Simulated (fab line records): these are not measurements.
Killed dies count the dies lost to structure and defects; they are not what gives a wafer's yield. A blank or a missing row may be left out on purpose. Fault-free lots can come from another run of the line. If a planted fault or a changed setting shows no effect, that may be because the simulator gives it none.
The tool behind it: which one?	flow n5_finfet	10 lots, 30 wafers sampled, at 4 steps of a route of 1938

## WHAT THE GAUGES SHOWED, per wafer
N5_PASSIVATION_INSPECT_57: inspects for defects (macro). Usual: raw_defect_count 2.2, standard deviation 1.5.
lot	measured	on	raw_defect_count	flag
L913	day 12 06:18	defect_inspect-02	0 5 1	
L915	day 12 18:04	defect_inspect-02	1 1 2	
L916	day 13 05:10	defect_inspect-02	3 4 1	
L923	day 14 21:44	defect_inspect-02	4 2 4	
L924	day 15 02:10	defect_inspect-02	2 0 0	
L925	day 15 15:46	defect_inspect-02	2 4 3	
L927	day 15 23:25	defect_inspect-01	4 1 1	
L929	day 16 20:05	defect_inspect-01	1 0 5	
L932	day 17 22:29	defect_inspect-01	3 1 0	
L934	day 18 14:41	defect_inspect-02	3 1 2	

## EACH LOT AND THE TOOL THAT RAN IT (in order: tool; ch and the chambers of the sampled wafers; start)
lot	N5_MIM_BOT_ETCH_STRIP_01	N5_PASSIVATION_PECVD_01	N5_PASSIVATION_ETCH_54
L913	rie_diel-03 ch 0,1,3, day 11 20:16	pecvd-04 ch 0,1,2, day 11 20:48	rie_diel-02 ch 2,3, day 12 03:08
L915	rie_diel-03 ch 0,1,3, day 12 08:08	pecvd-04 ch 0,1,2, day 12 08:40	rie_diel-03 ch 0,2, day 12 14:56
L916	rie_diel-02 ch 0,2, day 12 19:22	pecvd-03 ch 0,1,2, day 12 19:54	rie_diel-03 ch 0,1,2, day 13 02:02
L923	rie_diel-02 ch 1,2, day 14 09:37	pecvd-01 ch 0,2, day 14 10:10	rie_diel-03 ch 0,1,3, day 14 18:36
L924	rie_diel-02 ch 1,2,3, day 14 17:55	pecvd-01 ch 0,2, day 14 18:27	rie_diel-02 ch 2,3, day 14 23:01
L925	rie_diel-01 ch 0,2,3, day 15 05:46	pecvd-04 ch 0,1,2, day 15 06:19	rie_diel-01 ch 0,1,3, day 15 12:37
L927	rie_diel-01 ch 0,1,2, day 15 14:22	pecvd-04 ch 0,1,2, day 15 14:55	rie_diel-03 ch 1,2,3, day 15 20:17
L929	rie_diel-01 ch 0,1,3, day 16 12:07	pecvd-04 ch 0,1,2, day 16 12:39	rie_diel-03 ch 0,1,2, day 16 16:58
L932	rie_diel-01 ch 0,1, day 17 11:59	pecvd-04 ch 0,2, day 17 12:32	rie_diel-02 ch 0,2, day 17 19:08
L934	rie_diel-01 ch 0,2, day 18 03:53	pecvd-01 ch 0,1, day 18 04:28	rie_diel-02 ch 1,2,3, day 18 11:28
- N5_MIM_BOT_ETCH_STRIP_01: strips in O2.
- N5_PASSIVATION_PECVD_01: deposits SiNx from SiH4/NH3/N2, target thk 200 nm, time 43.2 s.
- N5_PASSIVATION_ETCH_54: etches SiO2 in CHF3/O2, target depth 880 nm, time 440 s.

## WHAT THE TOOLS THEMSELVES READ (means of the sampled wafers that have a number; where no wafer has one, the mark that the record gives instead)
N5_MIM_BOT_ETCH_STRIP_01. Usual: drypump_motor_current_A 6.0 A, standard deviation 0.4; o2_flow_sccm 225.2 sccm, standard deviation 0.71; oes_product_au 0.82 a.u., standard deviation 0.083; rf_vpp_V 3.8 V, standard deviation 1.4; showerhead_plenum_p_Torr 2.10 Torr, standard deviation 0.073; throttle_valve_pct 16.49 %, standard deviation 0.23.
lot	tool	drypump_motor_current_A (A)	o2_flow_sccm (sccm)	oes_product_au (a.u.)	rf_vpp_V (V)	showerhead_plenum_p_Torr (Torr)	throttle_valve_pct (%)	flag
L913	rie_diel-03	6.1	225.3	0.86	3.4	2.09	16.47	
L915	rie_diel-03	6.1	225.1	0.83	3.4	2.09	16.48	
L916	rie_diel-02	5.5	224.5	0.79	3.2	2.10	16.50	
L923	rie_diel-02	5.1	224.5	0.90	3.9	2.20	16.48	
L924	rie_diel-02	5.4	225.3	0.85	3.4	2.15	16.65	
L925	rie_diel-01	6.0	225.4	0.78	3.7	2.13	16.36	
L927	rie_diel-01	5.9	224.7	0.78	4.3	2.07	16.39	
L929	rie_diel-01	6.1	225.6	0.80	3.7	2.11	16.38	
L932	rie_diel-01	6.1	225.5	0.81	4.1	2.08	16.32	
L934	rie_diel-01	6.0	224.6	0.86	2.8	2.09	16.20	

N5_PASSIVATION_PECVD_01. Usual: chamber_pressure_Torr 4.901 Torr, standard deviation 0.01; heater_power_w 368 W, standard deviation 87; showerhead_plenum_p_Torr 8.67 Torr, standard deviation 0.054; throttle_valve_pct 29.8 %, standard deviation 1.
lot	tool	chamber_pressure_Torr (Torr)	heater_power_w (W)	showerhead_plenum_p_Torr (Torr)	throttle_valve_pct (%)	flag
L913	pecvd-04	4.895	389	8.63	29.8	
L915	pecvd-04	4.900	372	8.64	29.9	
L916	pecvd-03	4.894	295	8.74	30.1	
L923	pecvd-01	4.918	321	8.63	28.5	
L924	pecvd-01	4.907	402	8.62	28.6	
L925	pecvd-04	4.900	400	8.63	30.0	
L927	pecvd-04	4.894	338	8.64	30.0	
L929	pecvd-04	4.896	434	8.64	29.9	
L932	pecvd-04	4.903	314	8.64	30.2	
L934	pecvd-01	4.905	440	8.67	29.2	

N5_PASSIVATION_ETCH_54. Usual: bias_w 169.9 W, standard deviation 0.48; drypump_motor_current_A 5.9 A, standard deviation 0.4; oes_product_au 0.82 a.u., standard deviation 0.075; rf_vpp_V 522 V, standard deviation 6.3; showerhead_plenum_p_Torr 2.43 Torr, standard deviation 0.07; throttle_valve_pct 18.66 %, standard deviation 0.25.
lot	tool	bias_w (W)	drypump_motor_current_A (A)	oes_product_au (a.u.)	rf_vpp_V (V)	showerhead_plenum_p_Torr (Torr)	throttle_valve_pct (%)	flag
L913	rie_diel-02	169.4	5.7	0.84	521	2.44	18.99	
L915	rie_diel-03	170.3	6.4	0.75	528	2.31	18.63	
L916	rie_diel-03	169.9	6.2	0.75	526	2.37	18.63	
L923	rie_diel-03	170.5	6.1	0.90	521	2.39	18.52	
L924	rie_diel-02	169.9	5.7	0.81	521	2.43	19.01	
L925	rie_diel-01	169.5	6.1	0.80	519	2.43	18.52	
L927	rie_diel-03	197.6	6.2	0.93	594	2.46	18.57	OFF
L929	rie_diel-03	197.5	6.2	0.90	596	2.45	18.40	OFF
L932	rie_diel-02	169.6	5.5	0.76	519	2.41	18.72	
L934	rie_diel-02	170.0	5.4	0.81	525	2.46	18.84	

## THE ANSWER, worked out from the rows above alone
Rule: take the mean of a lot's wafers that have a number; if it is more than 3 standard deviations from the usual mean, the lot is off. A lot without any number at a reading at which 4 lots or more have one is off too. Where the step has rows for the other lots, those lots are counted as sound. After the gauges, taken in route order, come the tools' own readings; for these a lot's mean is taken, as printed above. At the first step where some lot is off, the reading lying furthest off is the one used; lots without a number count as furthest.
Off: L927, L929, at N5_PASSIVATION_ETCH_54 (bias_w).
If a tool, at that step or one of the process steps before it, ran each lot that is off and ran no sound lot following the first of them, it fits. One fits: rie_diel-03 at N5_PASSIVATION_ETCH_54. A fault onset in the window from L923 (day 14 18:36, its last sound lot) to L927 (day 15 20:17, its first lot off) fits.
The tool's own readings at N5_PASSIVATION_ETCH_54 bear it out: on the lots that are off they differ by more than 5 times the standard deviation of the sound lots' means. bias_w reads 197.6 W there against 169.9 W on the sound lots; rf_vpp_V reads 595 V there against 522 V on the sound lots.

## WHAT THE SIMULATOR PUT IN
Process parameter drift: rie_diel-03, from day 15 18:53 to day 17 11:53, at N5_PASSIVATION_ETCH_54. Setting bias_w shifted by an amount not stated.
Struck lots among those shown: L927, L929. The rule above reached the same finding.
